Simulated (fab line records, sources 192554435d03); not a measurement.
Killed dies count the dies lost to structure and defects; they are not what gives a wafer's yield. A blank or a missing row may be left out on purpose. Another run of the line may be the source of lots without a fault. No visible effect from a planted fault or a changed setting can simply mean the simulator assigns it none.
The tool behind it: which one?	flow n5-finfet	33 wafers from 11 lots sampled at 3 of the route's 1938 steps

== WHAT THE GAUGES SHOWED, per wafer ==
N5_PASSIVATION_CD_MEAS_44 targets a cd of 40000 nm.
lot	measured	on	cd-nm (nm)
L240	day 12 10:02	cd-sem-02	39997 39995 39998
L241	day 12 23:38	cd-sem-03	40002 40005 40002
L242	day 13 16:34	cd-sem-03	39998 39999 40002
L244	day 13 15:52	cd-sem-03	40003 40001 40001
L245	day 13 21:07	cd-sem-03	40002 40002 39999
L249	day 15 01:52	cd-sem-01	40003 40004 40004
L250	day 15 18:59	cd-sem-02	39999 40002 39999
L254	day 16 09:43	cd-sem-02	39999 39998 39999
L255	day 16 20:02	cd-sem-03	40002 40001 40003
L258	day 17 04:09	cd-sem-03	39998 39998 40000
L259	day 17 21:02	cd-sem-01	39999 40002 40000

== EACH LOT AND THE TOOL THAT RAN IT (in order: tool; ch and the chambers of the sampled wafers; start) ==
lot	N5_SDB_PRECLEAN_39	N5_PASSIVATION_PASS_ETCH_74
L240	wet-bench-06 ch 0,4,7, day 4 19:33	rie-diel-02 ch 0,2, day 12 06:59
L241	wet-bench-04 ch 0,1,6, day 5 04:02	rie-diel-02 ch 0,2,3, day 12 19:52
L242	wet-bench-04 ch 4,6,7, day 5 11:18	rie-diel-03 ch 0,1,2, day 13 13:12
L244	wet-bench-06 ch 1,6,7, day 5 22:56	rie-diel-06 ch 0,2, day 13 12:29
L245	wet-bench-06 ch 0,3,6, day 6 01:05	rie-diel-03 ch 0,2,3, day 13 17:44
L249	wet-bench-01 ch 0,1,7, day 7 03:49	rie-diel-02 ch 0,2, day 14 21:36
L250	wet-bench-06 ch 1,3,4, day 7 08:58	rie-diel-03 ch 0,2,3, day 15 14:54
L254	wet-bench-04 ch 0,2,5, day 8 06:34	rie-diel-02 ch 0,3, day 16 04:19
L255	wet-bench-04 ch 1,2,7, day 8 14:02	rie-diel-06 ch 0,3, day 16 16:39
L258	wet-bench-04 ch 1,3,6, day 9 10:41	rie-diel-03 ch 0,1,2, day 16 23:49
L259	wet-bench-04 ch 5,6,7, day 9 18:15	rie-diel-02 ch 0,1,2, day 17 17:31
- N5_SDB_PRECLEAN_39: cleans in O3/DIW, time 45 s.
- N5_PASSIVATION_PASS_ETCH_74: etches SiNx in CF4/O2, target depth 220 nm, time 110 s.

== THE ANSWER, worked out from the rows above alone ==
Rule: what is usual is taken from the lots themselves. Put in order of their means at a reading, lots are off if they are a third of the lots or fewer, leave a main group of 4 or more, and stand apart from it by a gap of 3 or more times the standard deviation of the main group's means; of several such gaps the widest counts. A main group whose means are all the same, to the digits that the tables above print for the reading, isn't used. Also off: a lot with no number at a reading for which 4 or more lots have one. All remaining lots with rows at the step are treated as sound.
Nothing can be told from this: no lot is off at any reading shown.

== WHAT WAS PUT IN BY THE SIMULATOR ==
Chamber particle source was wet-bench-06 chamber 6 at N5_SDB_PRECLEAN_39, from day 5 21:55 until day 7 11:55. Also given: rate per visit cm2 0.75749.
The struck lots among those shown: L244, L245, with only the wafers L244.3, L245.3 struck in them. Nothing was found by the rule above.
